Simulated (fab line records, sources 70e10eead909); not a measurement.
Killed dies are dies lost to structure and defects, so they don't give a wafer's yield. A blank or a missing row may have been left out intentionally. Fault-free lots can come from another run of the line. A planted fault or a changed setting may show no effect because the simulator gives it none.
Which tool is to blame? | flow nand-harc | 24 lots with 72 wafers sampled at 5 steps, on a route of 1302 steps

== WHAT THE GAUGES SHOWED, per wafer ==
NHARC_A_ZERO_WELL_INSPECT_17. Usual: raw-defect-count reads 10 (standard deviation 5.3).
lot  | measured     | on                | raw-defect-count | flag
L074 | day 7 03:44  | defect-inspect-01 | 4 4 8            |
L075 | day 7 04:26  | defect-inspect-01 | 6 5 9            |
L076 | day 7 19:38  | defect-inspect-01 | 9 8 23           |
L077 | day 7 21:33  | defect-inspect-02 | 3 10 9           |
L078 | day 8 14:50  | defect-inspect-02 | 7 4 6            |
L079 | day 8 22:43  | defect-inspect-02 | 16 16 11         |
L080 | day 9 19:57  | defect-inspect-01 | 12 6 15          |
L081 | day 9 20:11  | defect-inspect-01 | 11 6 7           |
L082 | day 10 08:50 | defect-inspect-01 | 11 12 16         |
L083 | day 10 12:28 | defect-inspect-01 | 4 12 6           |
L084 | day 10 20:20 | defect-inspect-01 | 6 10 25          |
L085 | day 11 07:28 | defect-inspect-02 | 14 15 6          |
L086 | day 11 14:56 | defect-inspect-02 | 10 6 7           |
L087 | day 12 08:04 | defect-inspect-02 | 4 4 2            |
L088 | day 12 20:58 | defect-inspect-01 | 21 13 13         |
L089 | day 12 22:22 | defect-inspect-01 | 7 17 28          |
L090 | day 13 12:38 | defect-inspect-01 | 20 8 4           |
L091 | day 13 17:19 | defect-inspect-02 | 3 6 7            |
L092 | day 14 09:17 | defect-inspect-01 | 5 6 8            |
L093 | day 14 16:53 | defect-inspect-01 | 8 12 7           |
L094 | day 15 05:29 | defect-inspect-02 | 20 13 16         |
L095 | day 16 03:41 | defect-inspect-01 | 17 8 6           |
L096 | day 16 06:08 | defect-inspect-01 | 18 11 16         |
L097 | day 16 16:08 | defect-inspect-02 | 12 18 6          |

NHARC_A_SOURCE_PLATE_THK_MEAS_09: measures by ellipsometry. Usual: thk-nm reads 9.9 nm (standard deviation 0.96).
lot  | measured     | on            | thk-nm (nm)    | flag
L074 | day 7 10:46  | film-metro-02 | 8.8 10.2 10.5  |
L075 | day 7 10:46  | film-metro-01 | 10.0 10.3 9.9  |
L076 | day 8 03:26  | film-metro-01 | 9.4 9.2 9.1    |
L077 | day 8 03:26  | film-metro-02 | 7.9 8.2 9.8    |
L078 | day 8 22:06  | film-metro-02 | 9.6 8.9 9.1    |
L079 | day 9 06:04  | film-metro-01 | 9.6 8.6 8.8    |
L080 | day 10 03:10 | film-metro-01 | 8.7 9.0 9.5    |
L081 | day 10 03:10 | film-metro-02 | 10.3 10.8 10.2 |
L082 | day 10 16:07 | film-metro-01 | 10.0 9.2 10.3  |
L083 | day 10 19:48 | film-metro-01 | 11.1 10.6 9.6  |
L084 | day 11 03:10 | film-metro-01 | 10.3 11.0 9.8  |
L085 | day 11 16:12 | film-metro-01 | 9.7 10.5 10.1  |
L086 | day 11 21:48 | film-metro-01 | 8.9 10.1 10.2  |
L087 | day 12 15:11 | film-metro-01 | 8.8 10.3 8.3   |
L088 | day 13 04:29 | film-metro-02 | 9.4 9.0 9.6    |
L089 | day 13 04:30 | film-metro-01 | 9.7 10.2 10.5  |
L090 | day 14 01:17 | film-metro-02 | 9.6 10.7 10.2  |
L091 | day 14 01:17 | film-metro-01 | 10.4 10.9 9.5  |
L092 | day 14 16:07 | film-metro-02 | 10.4 9.4 9.9   |
L093 | day 14 23:45 | film-metro-02 | 9.7 12.3 9.1   |
L094 | day 15 12:18 | film-metro-02 | 9.6 8.8 10.6   |
L095 | day 16 10:26 | film-metro-02 | 10.5 7.5 9.8   |
L096 | day 16 10:26 | film-metro-01 | 9.9 8.2 11.2   |
L097 | day 16 23:25 | film-metro-01 | 9.5 10.5 9.0   |

== EACH LOT AND THE TOOL THAT RAN IT (in order: tool; ch and the chambers of the sampled wafers; start) ==
lot  | NHARC_P_M0_ANNEAL_30             | NHARC_P_M1_DEP_33               | NHARC_P_BONDPAD_ETCH_12
L074 | rtp-anneal-02 ch 0, day 6 11:11  | pecvd-03 ch 0,1,2, day 6 16:19  | rie-diel-12 ch 0,2,3, day 7 03:44 or earlier
L075 | rtp-anneal-01 ch 0, day 6 11:47  | pecvd-04 ch 0,2, day 6 16:50    | rie-diel-12 ch 0,1,2, day 7 04:26 or earlier
L076 | rtp-anneal-01 ch 0, day 7 03:40  | pecvd-03 ch 0,1,2, day 7 08:44  | rie-diel-05 ch 1,2, day 7 19:38 or earlier
L077 | rtp-anneal-01 ch 0, day 7 05:14  | pecvd-04 ch 1,2, day 7 10:18    | rie-diel-05 ch 0,1, day 7 21:33 or earlier
L078 | rtp-anneal-02 ch 0, day 7 21:49  | pecvd-03 ch 0,1,2, day 8 03:02  | rie-diel-05 ch 0,2,3, day 8 14:50 or earlier
L079 | rtp-anneal-01 ch 0, day 8 06:16  | pecvd-01 ch 0,1,2, day 8 11:32  | rie-diel-05 ch 0,1,3, day 8 22:43 or earlier
L080 | rtp-anneal-01 ch 0, day 9 01:43  | pecvd-04 ch 0,2, day 9 06:41    | rie-diel-08 ch 0,1, day 9 19:57 or earlier
L081 | rtp-anneal-01 ch 0, day 9 02:23  | pecvd-04 ch 1,2, day 9 07:43    | rie-diel-12 ch 0,1, day 9 20:11 or earlier
L082 | rtp-anneal-02 ch 0, day 9 14:52  | pecvd-03 ch 0,1, day 9 20:28    | rie-diel-08 ch 2,3, day 10 08:50 or earlier
L083 | rtp-anneal-02 ch 0, day 9 19:26  | pecvd-04 ch 0,1,2, day 10 01:05 | rie-diel-05 ch 1,2, day 10 12:28 or earlier
L084 | rtp-anneal-01 ch 0, day 10 04:12 | pecvd-03 ch 0,1, day 10 09:17   | rie-diel-12 ch 0,3, day 10 20:20 or earlier
L085 | rtp-anneal-01 ch 0, day 10 15:06 | pecvd-03 ch 0,2, day 10 20:17   | rie-diel-08 ch 0,2, day 11 07:28 or earlier
L086 | rtp-anneal-01 ch 0, day 10 21:46 | pecvd-01 ch 0,1,2, day 11 02:57 | rie-diel-08 ch 1,2,3, day 11 14:56 or earlier
L087 | rtp-anneal-02 ch 0, day 11 15:37 | pecvd-04 ch 1,2, day 11 20:44   | rie-diel-05 ch 1,2,3, day 12 08:04 or earlier
L088 | rtp-anneal-02 ch 0, day 12 04:43 | pecvd-01 ch 0,2, day 12 09:40   | rie-diel-08 ch 1,3, day 12 20:58 or earlier
L089 | rtp-anneal-02 ch 0, day 12 05:34 | pecvd-01 ch 0,1,2, day 12 10:49 | rie-diel-05 ch 0,1, day 12 17:04
L090 | rtp-anneal-01 ch 0, day 12 20:08 | pecvd-04 ch 1,2, day 13 01:17   | rie-diel-05 ch 0,2,3, day 13 12:38 or earlier
L091 | rtp-anneal-02 ch 0, day 13 00:44 | pecvd-01 ch 1,2, day 13 05:52   | rie-diel-12 ch 0,1,3, day 13 17:19 or earlier
L092 | rtp-anneal-01 ch 0, day 13 16:30 | pecvd-04 ch 1,2, day 13 21:44   | rie-diel-12 ch 1,2, day 14 09:17 or earlier
L093 | rtp-anneal-02 ch 0, day 14 00:20 | pecvd-04 ch 1,2, day 14 05:26   | rie-diel-05 ch 0,1,3, day 14 16:53 or earlier
L094 | rtp-anneal-01 ch 0, day 14 12:44 | pecvd-03 ch 0,2, day 14 17:55   | rie-diel-08 ch 0,1,2, day 15 05:29 or earlier
L095 | rtp-anneal-02 ch 0, day 15 11:13 | pecvd-04 ch 1,2, day 15 16:22   | rie-diel-05 ch 0,2,3, day 16 03:41 or earlier
L096 | rtp-anneal-02 ch 0, day 15 13:29 | pecvd-01 ch 0,1, day 15 18:40   | rie-diel-08 ch 0,2, day 16 06:08 or earlier
L097 | rtp-anneal-02 ch 0, day 15 23:03 | pecvd-03 ch 0,1,2, day 16 04:20 | rie-diel-12 ch 1,2,3, day 16 16:08 or earlier
- NHARC_P_M0_ANNEAL_30: time 90 s.
- NHARC_P_M1_DEP_33: deposits SiCN, target thk 30 nm.
- NHARC_P_BONDPAD_ETCH_12: etches the open film in CHF3/O2, target depth 200 nm, time 100 s.

== AS READ BY THE TOOLS THEMSELVES (means over the sampled wafers that have a number; for cases with no such wafer, the mark the record gives instead) ==
NHARC_P_M0_ANNEAL_30. Usual: wafer_temp_C_max reads 225.79 (standard deviation 0.28).
lot  | tool          | wafer_temp_C_max | flag
L074 | rtp-anneal-02 | 226.10           |
L075 | rtp-anneal-01 | 225.87           |
L076 | rtp-anneal-01 | 225.69           |
L077 | rtp-anneal-01 | 225.88           |
L078 | rtp-anneal-02 | 225.80           |
L079 | rtp-anneal-01 | 225.35           |
L080 | rtp-anneal-01 | 225.45           |
L081 | rtp-anneal-01 | 225.41           |
L082 | rtp-anneal-02 | 226.09           |
L083 | rtp-anneal-02 | 226.07           |
L084 | rtp-anneal-01 | 225.50           |
L085 | rtp-anneal-01 | 225.71           |
L086 | rtp-anneal-01 | 225.88           |
L087 | rtp-anneal-02 | 225.89           |
L088 | rtp-anneal-02 | 225.87           |
L089 | rtp-anneal-02 | 225.81           |
L090 | rtp-anneal-01 | 225.72           |
L091 | rtp-anneal-02 | 225.95           |
L092 | rtp-anneal-01 | 225.55           |
L093 | rtp-anneal-02 | 225.92           |
L094 | rtp-anneal-01 | 225.86           |
L095 | rtp-anneal-02 | 226.23           |
L096 | rtp-anneal-02 | 226.17           |
L097 | rtp-anneal-02 | 225.83           |

NHARC_P_M1_DEP_33. Usual: chamber-pressure-Torr 2.999 Torr, standard deviation 0.0063; heater-power-w 606 W, standard deviation 89.
lot  | tool     | chamber-pressure-Torr (Torr) | heater-power-w (W) | flag
L074 | pecvd-03 | 2.992                        | 564                |
L075 | pecvd-04 | 2.996                        | 664                |
L076 | pecvd-03 | 2.997                        | 538                |
L077 | pecvd-04 | 2.996                        | 622                |
L078 | pecvd-03 | 2.999                        | 518                |
L079 | pecvd-01 | 3.002                        | 640                |
L080 | pecvd-04 | 3.000                        | 623                |
L081 | pecvd-04 | 3.001                        | 658                |
L082 | pecvd-03 | 3.003                        | 572                |
L083 | pecvd-04 | 3.000                        | 643                |
L084 | pecvd-03 | 2.996                        | 524                |
L085 | pecvd-03 | 2.998                        | 602                |
L086 | pecvd-01 | 3.002                        | 632                |
L087 | pecvd-04 | 3.002                        | 564                |
L088 | pecvd-01 | 3.003                        | 696                |
L089 | pecvd-01 | 2.995                        | 568                |
L090 | pecvd-04 | 3.006                        | 539                |
L091 | pecvd-01 | 2.996                        | 590                |
L092 | pecvd-04 | 2.996                        | 630                |
L093 | pecvd-04 | 2.992                        | 619                |
L094 | pecvd-03 | 3.001                        | 563                |
L095 | pecvd-04 | 2.998                        | 616                |
L096 | pecvd-01 | 2.999                        | 623                |
L097 | pecvd-03 | 2.993                        | 545                |

NHARC_P_BONDPAD_ETCH_12. Usual: drypump-motor-current-A 5.9 A, standard deviation 0.55; oes-product-au 0.936 a.u., standard deviation 0.026; rf-vpp-V 370.9 V, standard deviation 1.9; showerhead-plenum-p-Torr 2.41 Torr, standard deviation 0.073; throttle-valve-pct 20.573 %, standard deviation 0.011.
lot  | tool        | drypump-motor-current-A (A) | oes-product-au (a.u.) | rf-vpp-V (V) | showerhead-plenum-p-Torr (Torr) | throttle-valve-pct (%) | flag
L074 | rie-diel-12 | 6.2                         | 0.926                 | 372.1        | 2.49                            | 20.563                 |
L075 | rie-diel-12 | 6.2                         | 0.915                 | 371.9        | 2.46                            | 20.578                 |
L076 | rie-diel-05 | 6.4                         | 0.983                 | 370.6        | 2.37                            | 20.577                 |
L077 | rie-diel-05 | 6.0                         | 0.922                 | 370.7        | 2.42                            | 20.575                 |
L078 | rie-diel-05 | 5.5                         | 0.929                 | 369.1        | 2.37                            | 20.577                 |
L079 | rie-diel-05 | 5.5                         | 0.917                 | 370.7        | 2.41                            | 20.569                 |
L080 | rie-diel-08 | 6.1                         | 0.955                 | 370.7        | 2.39                            | 20.573                 |
L081 | rie-diel-12 | 6.1                         | 0.958                 | 370.4        | 2.39                            | 20.570                 |
L082 | rie-diel-08 | 6.3                         | 0.987                 | 370.5        | 2.37                            | 20.578                 |
L083 | rie-diel-05 | 6.4                         | 0.933                 | 370.6        | 2.37                            | 20.571                 |
L084 | rie-diel-12 | 6.0                         | 0.940                 | 371.8        | 2.44                            | 20.569                 |
L085 | rie-diel-08 | 6.0                         | 0.959                 | 369.2        | 2.37                            | 20.573                 |
L086 | rie-diel-08 | 6.3                         | 0.926                 | 370.6        | 2.43                            | 20.565                 |
L087 | rie-diel-05 | 5.9                         | 0.925                 | 370.8        | 2.39                            | 20.563                 |
L088 | rie-diel-08 | 6.3                         | 0.975                 | 371.9        | 2.45                            | 20.569                 |
L089 | rie-diel-05 | 5.7                         | 0.929                 | 371.3        | 2.39                            | 20.581                 |
L090 | rie-diel-05 | 5.5                         | 0.964                 | 370.3        | 2.37                            | 20.567                 |
L091 | rie-diel-12 | 6.0                         | 0.921                 | 371.0        | 2.41                            | 20.574                 |
L092 | rie-diel-12 | 5.9                         | 0.923                 | 370.0        | 2.39                            | 20.567                 |
L093 | rie-diel-05 | 5.5                         | 0.913                 | 370.7        | 2.40                            | 20.578                 |
L094 | rie-diel-08 | 6.1                         | 0.921                 | 371.1        | 2.42                            | 20.570                 |
L095 | rie-diel-05 | 5.5                         | 0.918                 | 370.6        | 2.37                            | 20.585                 |
L096 | rie-diel-08 | 6.1                         | 0.912                 | 370.2        | 2.39                            | 20.562                 |
L097 | rie-diel-12 | 5.9                         | 0.927                 | 371.0        | 2.42                            | 20.573                 |

== THE ANSWER, worked out from the rows above alone ==
Rule: a lot is off if the mean of its wafers that have a number lies more than 3 standard deviations from the usual mean. A lot without any number at a reading at which 4 lots or more have one is off too. Any other lot the step has rows for is counted as sound. First the gauges in route order, then the tools' own readings, where a lot's mean is used as printed above. The first step at which some lot is off is used, and at that step the reading that is off furthest; a lot without a number counts as furthest.
No lot is off on any of the readings shown, so nothing can be concluded from this.

== WHAT THE SIMULATOR HAD PUT IN ==
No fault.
